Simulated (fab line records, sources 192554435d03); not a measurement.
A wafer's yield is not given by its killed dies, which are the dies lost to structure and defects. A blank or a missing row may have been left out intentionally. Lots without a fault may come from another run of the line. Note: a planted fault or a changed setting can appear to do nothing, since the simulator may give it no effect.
Which tool is to blame?	flow n5Finfet	9 lots, 25 wafers sampled, at 6 steps of a route of 1938

## WHAT THE GAUGES SHOWED, per wafer
N5_BEOL_M0_CUTY_OVL_MEAS_58. Usual: for M0_ABLK_OVL the level is -0.1 nm and the standard deviation is 0.76.
lot	measured	on	M0_ABLK_OVL (nm)	flag
L304	day 6 15:53	overlay-02	-0.3 -1.9	
L305	day 7 01:53	overlay-01	-0.2 0.5 -0.5	
L307	day 7 09:25	overlay-01	-0.2 0.3 -0.1	
L308	day 7 12:35	overlay-01	-0.1 0.6 0.7	
L310	day 8 00:16	overlay-01	-0.3 -1.3	
L312	day 8 19:13	overlay-02	-0.3 -0.1 -0.6	
L318	day 10 04:06	overlay-01	18.1 17.8 16.7	OFF
L323	day 11 05:26	overlay-02	17.8 18.6 19.1	OFF
L324	day 11 08:59	overlay-01	0.0 -0.4 0.1	

N5_BEOL_M4_RC_MEAS_101. Usual: DIBL_N 35.9 mV/V, standard deviation 1.6; DIBL_P 35.6 mV/V, standard deviation 2.1; IOFF_N 0.149 nA/um, standard deviation 0.029; IOFF_P 0.20 nA/um, standard deviation 0.033; ION_N 671 uA/um, standard deviation 11; ION_P 460 uA/um, standard deviation 7.3; SS_N 71.4 mV/dec, standard deviation 0.62; SS_P 73.2 mV/dec, standard deviation 0.65; VT_N 251 mV, standard deviation 3.1; VT_P -251 mV, standard deviation 3.4.
lot	measured	on	DIBL_N (mV/V)	DIBL_P (mV/V)	IOFF_N (nA/um)	IOFF_P (nA/um)	ION_N (uA/um)	ION_P (uA/um)	SS_N (mV/dec)	SS_P (mV/dec)	VT_N (mV)	VT_P (mV)	flag
L304	day 8 14:39	prober-02	35.5 34.7	36.8 35.0	0.138 0.136	0.18 0.16	668 668	454 452	71.2 71.5	73.5 72.3	251 253	-256 -256	
L305	day 9 00:58	prober-02	34.9 32.3 33.7	35.5 33.0 34.1	0.133 0.114 0.122	0.19 0.16 0.18	665 669 667	451 456 464	71.9 70.5 70.7	72.9 73.0 72.4	252 254 252	-251 -253 -254	
L307	day 9 04:26	prober-02	36.4 35.6 36.7	36.1 37.0 38.0	0.144 0.144 0.158	0.17 0.18 0.20	659 665 668	444 452 459	72.3 71.3 71.3	72.7 72.4 73.1	252 250 251	-258 -254 -252	
L308	day 9 13:25	prober-02	38.3 35.9 35.0	37.6 34.8 33.7	0.182 0.149 0.126	0.26 0.22 0.19	680 675 663	468 471 461	72.3 71.2 70.9	73.0 72.7 72.9	247 250 252	-248 -245 -251	
L310	day 10 06:55	prober-01	32.7 35.6	32.2 35.6	0.106 0.159	0.16 0.21	651 677	456 472	70.9 70.7	72.7 73.2	256 247	-254 -247	
L312	day 10 20:29	prober-01	37.3 34.3 36.1	35.7 32.8 35.5	0.166 0.124 0.151	0.25 0.20 0.24	657 670 660	460 469 459	72.1 70.5 71.3	73.9 72.4 73.4	250 252 250	-248 -249 -249	
L318	day 12 09:48	prober-02	37.3 36.2 36.7	38.0 35.3 35.5	0.163 0.141 0.150	0.23 0.18 0.19	665 656 661	458 450 458	72.7 71.8 72.4	73.9 73.1 73.3	250 253 253	-251 -257 -254	
L323	day 13 12:37	prober-02	36.8 38.7 39.1	35.2 38.1 38.4	0.157 0.199 0.213	0.21 0.26 0.27	681 683 697	468 467 475	70.7 71.9 72.5	73.0 73.8 74.2	253 245 244	-250 -244 -248	
L324	day 13 15:45	prober-02	34.6 34.9 35.7	34.7 33.6 34.8	0.133 0.135 0.154	0.19 0.16 0.19	665 679 681	458 461 459	71.8 71.3 71.5	72.8 72.4 73.6	251 252 250	-251 -253 -249	

## EACH LOT AND THE TOOL THAT RAN IT (in order: tool; ch and the chambers of the sampled wafers; start)
lot	N5_BEOL_M0_SAQP_ALD_48	N5_BEOL_M0_SAQP_ETCH_49	N5_BEOL_M0_CUTY_EXPOSE_54	N5_BEOL_M0_STRIP_104
L304	aldSin-04 ch 1,2, day 6 14:50	rieDiel-04 ch 1,2, day 6 15:22	arfiScanner-01 ch 0, day 6 15:44	rieDiel-06 ch 2,3, day 6 18:04
L305	aldSin-01 ch 1,3, day 7 00:58	rieDiel-04 ch 0,1,2, day 7 01:29	arfiScanner-01 ch 0, day 7 01:44	rieDiel-02 ch 0,1,3, day 7 02:52
L307	aldSin-03 ch 1,2,3, day 7 08:29	rieDiel-03 ch 0,1,3, day 7 09:00	arfiScanner-03 ch 0, day 7 09:15	rieDiel-05 ch 1,2,3, day 7 10:44
L308	aldSin-01 ch 1,2,3, day 7 11:26	rieDiel-01 ch 0,1, day 7 12:03	arfiScanner-01 ch 0, day 7 12:26	rieDiel-06 ch 0,1,3, day 7 16:31
L310	aldSin-01 ch 0,1, day 7 23:20	rieDiel-01 ch 2,3, day 7 23:52	arfiScanner-02 ch 0, day 8 00:07	rieDiel-05 ch 1,3, day 8 01:55
L312	aldSin-01 ch 1,2,3, day 8 18:11	rieDiel-03 ch 1,2,3, day 8 18:49	arfiScanner-03 ch 0, day 8 19:04	rieDiel-02 ch 0,2, day 9 00:10
L318	aldSin-01 ch 0,1, day 10 03:10	rieDiel-01 ch 0,2,3, day 10 03:42	arfiScanner-01 ch 0, day 10 03:57	rieDiel-06 ch 0,2, day 10 04:41
L323	aldSin-03 ch 1,3, day 11 04:20	rieDiel-04 ch 1,2,3, day 11 04:55	arfiScanner-01 ch 0, day 11 05:17	rieDiel-06 ch 0,1,3, day 11 09:34
L324	aldSin-04 ch 1,2, day 11 07:56	rieDiel-03 ch 0,2,3, day 11 08:28	arfiScanner-02 ch 0, day 11 08:50	rieDiel-02 ch 0,1,3, day 11 10:33
- N5_BEOL_M0_SAQP_ALD_48: deposits SiO2, target thk 20 nm, pulse time 1 s, co reactant pulse time 1 s.
- N5_BEOL_M0_SAQP_ETCH_49: etches SiO2 in CF4/O2, target depth 37 nm.
- N5_BEOL_M0_CUTY_EXPOSE_54: exposes mask M0 ABLK.
- N5_BEOL_M0_STRIP_104: strips in N2/H2.

## AS READ BY THE TOOLS THEMSELVES (means over the sampled wafers that have a number; for cases with no such wafer, the mark the record gives instead)
N5_BEOL_M0_SAQP_ALD_48. Usual: heaterPowerW 75 W, standard deviation 7.2; precursorPulseHeightRel 0.998, standard deviation 0.021.
lot	tool	heaterPowerW (W)	precursorPulseHeightRel	flag
L304	aldSin-04	87	0.985	
L305	aldSin-01	76	0.993	
L307	aldSin-03	72	0.998	
L308	aldSin-01	76	1.002	
L310	aldSin-01	72	1.024	
L312	aldSin-01	75	1.024	
L318	aldSin-01	74	1.005	
L323	aldSin-03	71	0.983	
L324	aldSin-04	82	1.004	

N5_BEOL_M0_SAQP_ETCH_49. Usual: drypumpMotorCurrentA 5.6 A, standard deviation 0.42; oes_ar_750_au 0.76 a.u., standard deviation 0.076; oesProductAu 0.75 a.u., standard deviation 0.081; rfVppV 240 V, standard deviation 3.8; showerheadPlenumPTorr 2.21 Torr, standard deviation 0.066; throttleValvePct 15.94 %, standard deviation 0.26.
lot	tool	drypumpMotorCurrentA (A)	oes_ar_750_au (a.u.)	oesProductAu (a.u.)	rfVppV (V)	showerheadPlenumPTorr (Torr)	throttleValvePct (%)	flag
L304	rieDiel-04	5.9	0.71	0.71	242	2.23	15.84	
L305	rieDiel-04	5.5	0.71	0.71	242	2.19	15.88	
L307	rieDiel-03	5.6	0.74	0.75	241	2.27	16.07	
L308	rieDiel-01	5.5	0.77	0.76	238	2.26	16.00	
L310	rieDiel-01	6.0	0.74	0.73	238	2.16	15.90	
L312	rieDiel-03	5.5	0.75	0.75	238	2.21	16.11	
L318	rieDiel-01	5.8	0.80	0.80	236	2.18	15.89	
L323	rieDiel-04	5.9	0.78	0.77	242	2.21	15.90	
L324	rieDiel-03	5.5	0.73	0.72	238	2.23	16.17	

N5_BEOL_M0_STRIP_104. Usual: drypumpMotorCurrentA 5.8 A, standard deviation 0.47; oesProductAu 0.76 a.u., standard deviation 0.061; rfVppV 59.2 V, standard deviation 1.6; showerheadPlenumPTorr 2.57 Torr, standard deviation 0.06; tempC 40.00 C, standard deviation 0.11; throttleValvePct 23.74 %, standard deviation 0.27.
lot	tool	drypumpMotorCurrentA (A)	oesProductAu (a.u.)	rfVppV (V)	showerheadPlenumPTorr (Torr)	tempC (C)	throttleValvePct (%)	flag
L304	rieDiel-06	5.6	0.81	59.0	2.56	39.91	23.67	
L305	rieDiel-02	6.2	0.78	58.7	2.59	40.03	23.78	
L307	rieDiel-05	5.5	0.81	59.0	2.62	39.89	23.60	
L308	rieDiel-06	5.9	0.74	60.3	2.56	39.93	23.83	
L310	rieDiel-05	5.8	0.83	60.0	2.61	40.03	23.70	
L312	rieDiel-02	5.6	0.76	59.4	2.58	40.01	23.89	
L318	rieDiel-06	6.1	0.72	59.4	2.52	40.11	24.07	
L323	rieDiel-06	5.9	0.72	59.5	2.55	40.03	23.89	
L324	rieDiel-02	6.2	0.76	57.5	2.58	40.05	23.84	

## THE ANSWER, worked out from the rows above alone
Rule: a lot counts as off when the mean over its wafers that have a number is more than 3 standard deviations away from the usual mean. A lot without any number at a reading at which 4 lots or more have one is off too. Any other lot the step has rows for is counted as sound. The gauges are gone through in route order, then the tools' own readings, and for those a lot's mean is taken as printed above. The first step at which some lot is off is used, and at that step the reading that is off furthest; a lot without a number counts as furthest.
Off: at N5_BEOL_M0_CUTY_OVL_MEAS_58 (M0_ABLK_OVL), L318, L323.
If a tool, at a process step before that reading, ran all the lots that are off and no sound lot after the first of them, it fits. Gauges at N5_BEOL_M0_CUTY_OVL_MEAS_58: tried the same way as those tools. One fits: arfiScanner-01 at N5_BEOL_M0_CUTY_EXPOSE_54. Its last sound lot is L308 (day 7 12:26), its first lot that is off L318 (day 10 03:57): a fault that began between those two fits.

## WHAT WAS PUT IN BY THE SIMULATOR
Scanner matching overlay: arfiScanner-01, from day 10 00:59 on, at N5_BEOL_M0_CUTY_EXPOSE_54. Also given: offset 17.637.
Shown lots that were struck: L318, L323. The rule above reached the same finding.
